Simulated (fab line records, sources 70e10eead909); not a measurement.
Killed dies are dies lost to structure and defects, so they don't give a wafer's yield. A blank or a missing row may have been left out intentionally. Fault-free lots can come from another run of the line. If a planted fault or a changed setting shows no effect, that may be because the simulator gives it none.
Matching of chambers	flow nand_harc	NHARC_A_WL_FILL_ALD_10 on ald_hk-02: 4 sister chambers
The step deposits SiO2, target thk 50 nm, pulse time 10 s, ald cycles 500. 14 wafers are shown with their chamber, then 7 later ones without.

## EACH WAFER AND ITS CHAMBER
wafer	chamber	heater_power_w (W)	precursor_pulse_height_rel
L075.1	3	502	0.993
L075.2	0	525	1.014
L075.5	3	488	1.018
L079.2	0	516	0.978
L079.3	2	425	0.993
L079.5	3	488	0.989
L083.3	1	519	1.005
L083.5	1	509	1.019
L083.6	2	403	0.987
L091.4	0	516	1.017
L091.1	3	520	1.009
L091.6	0	495	0.992
L090.3	1	518	1.021
L090.5	0	508	0.987

SIGNATURES (averages over the wafers above)
reading	chamber 0	chamber 1	chamber 2	chamber 3	scatter within a chamber
heater_power_w	512.00	515.33	414.00	499.50	12.2
precursor_pulse_height_rel	0.99760	1.01500	0.99000	1.00225	0.0138
Rule: a wafer's distance from a chamber is the root of the sum, over the readings, of the square of ((its reading less the chamber's mean) divided by the reading's scatter). If the next closest chamber is less than 2 further off than the closest, the wafer can't be placed; otherwise it belongs to the closest. The scatter is the square root of a quotient: the sum, over the shown wafers, of each reading's squared deviation from its chamber's mean, divided by wafers minus chambers.

## WAFERS MISSING THEIR CHAMBER
wafer	heater_power_w (W)	precursor_pulse_height_rel
L090.6	509	0.984
L092.2	401	1.029
L092.3	502	1.002
L092.5	390	1.021
L094.3	489	0.991
L094.1	403	1.026
L094.5	508	1.017

## WHICH CHAMBER EACH WENT THROUGH
wafer	from the rows above	in truth
L090.6	can't be placed: 0 or 3 or 1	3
L092.2	2	2
L092.3	can't be placed: 3 or 0 or 1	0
L092.5	2	2
L094.3	can't be placed: 3 or 0 or 1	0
L094.1	2	2
L094.5	can't be placed: 1 or 3 or 0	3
3 of 7 placed correctly. Not placeable from these rows: 4 (in 4, the candidates include the true chamber). Number placed wrongly: 0.
